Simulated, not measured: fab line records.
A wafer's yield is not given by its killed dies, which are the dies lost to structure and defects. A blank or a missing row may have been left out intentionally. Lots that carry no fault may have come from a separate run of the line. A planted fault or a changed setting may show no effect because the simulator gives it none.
Which of the tools did it? + flow n5_finfet + Sampling: 10 lots, 30 wafers, 3 of 1938 route steps

== WHAT THE GAUGES READ, wafer by wafer ==
N5_BEOL_M10_INSPECT_13: inspects for defects (brightfield).
| lot  | measured     | on                | raw_defect_count |
|------|--------------|-------------------|------------------|
| L166 | day 10 02:37 | defect_inspect-01 | 428 444 501      |
| L167 | day 10 13:59 | defect_inspect-01 | 538 655 395      |
| L169 | day 11 05:28 | defect_inspect-02 | 515 364 547      |
| L173 | day 12 04:10 | defect_inspect-02 | 396 526 925      |
| L175 | day 12 12:39 | defect_inspect-01 | 479 377 877      |
| L179 | day 13 14:32 | defect_inspect-01 | 350 389 287      |
| L182 | day 14 15:53 | defect_inspect-02 | 508 439 329      |
| L183 | day 15 00:32 | defect_inspect-01 | 410 446 299      |
| L186 | day 15 08:01 | defect_inspect-01 | 365 459 420      |
| L188 | day 15 08:37 | defect_inspect-02 | 406 355 468      |

== TOOL THAT RAN EACH LOT (tool first, then ch and the chambers of the sampled wafers, then the start) ==
| lot  | N5_BEOL_M10_ILD_DEP_00          | N5_BEOL_M10_PECVD_70            |
|------|---------------------------------|---------------------------------|
| L166 | pecvd-03 ch 0,1, day 9 23:38    | pecvd-02 ch 0,1, day 10 00:18   |
| L167 | pecvd-03 ch 0,1, day 10 12:08   | pecvd-02 ch 0,1,2, day 10 12:47 |
| L169 | pecvd-03 ch 0,1,2, day 11 02:55 | pecvd-03 ch 1,2, day 11 04:01   |
| L173 | pecvd-03 ch 0,1,2, day 12 00:40 | pecvd-02 ch 0,1,2, day 12 01:17 |
| L175 | pecvd-03 ch 0,1,2, day 12 10:10 | pecvd-01 ch 0,1,2, day 12 10:47 |
| L179 | pecvd-02 ch 0,1, day 13 12:54   | pecvd-02 ch 0,1,2, day 13 13:32 |
| L182 | pecvd-01 ch 0,1,2, day 14 13:40 | pecvd-01 ch 0,1, day 14 14:17   |
| L183 | pecvd-03 ch 0,1,2, day 14 21:46 | pecvd-03 ch 0,1,2, day 14 22:24 |
| L186 | pecvd-03 ch 0,1,2, day 15 05:30 | pecvd-03 ch 0,1, day 15 06:08   |
| L188 | pecvd-03 ch 0,2, day 15 06:41   | pecvd-03 ch 0,1,2, day 15 07:20 |
- N5_BEOL_M10_ILD_DEP_00: deposits SiCOH lowk from DEMS/porogen, target thk 308.51 nm, time 58 s.
- N5_BEOL_M10_PECVD_70: deposits SiO2 from TEOS/O2, target thk 20 nm, time 22.7 s.

== THE ANSWER, worked out from the rows above alone ==
Rule: what is usual is taken from the lots themselves. Put in order of their means at a reading, lots are off if they are a third of the lots or fewer, leave a main group of 4 or more, and stand apart from it by a gap of 3 or more times the standard deviation of the main group's means; of several such gaps the widest counts. A main group whose means are all the same, to the digits that the tables above print for the reading, isn't used. A lot without any number at a reading at which 4 lots or more have one is off too. Where the step has rows for the other lots, those lots are counted as sound.
No lot is off at any reading shown: from this, nothing can be told.

== WHAT THE SIMULATOR HAD PUT IN ==
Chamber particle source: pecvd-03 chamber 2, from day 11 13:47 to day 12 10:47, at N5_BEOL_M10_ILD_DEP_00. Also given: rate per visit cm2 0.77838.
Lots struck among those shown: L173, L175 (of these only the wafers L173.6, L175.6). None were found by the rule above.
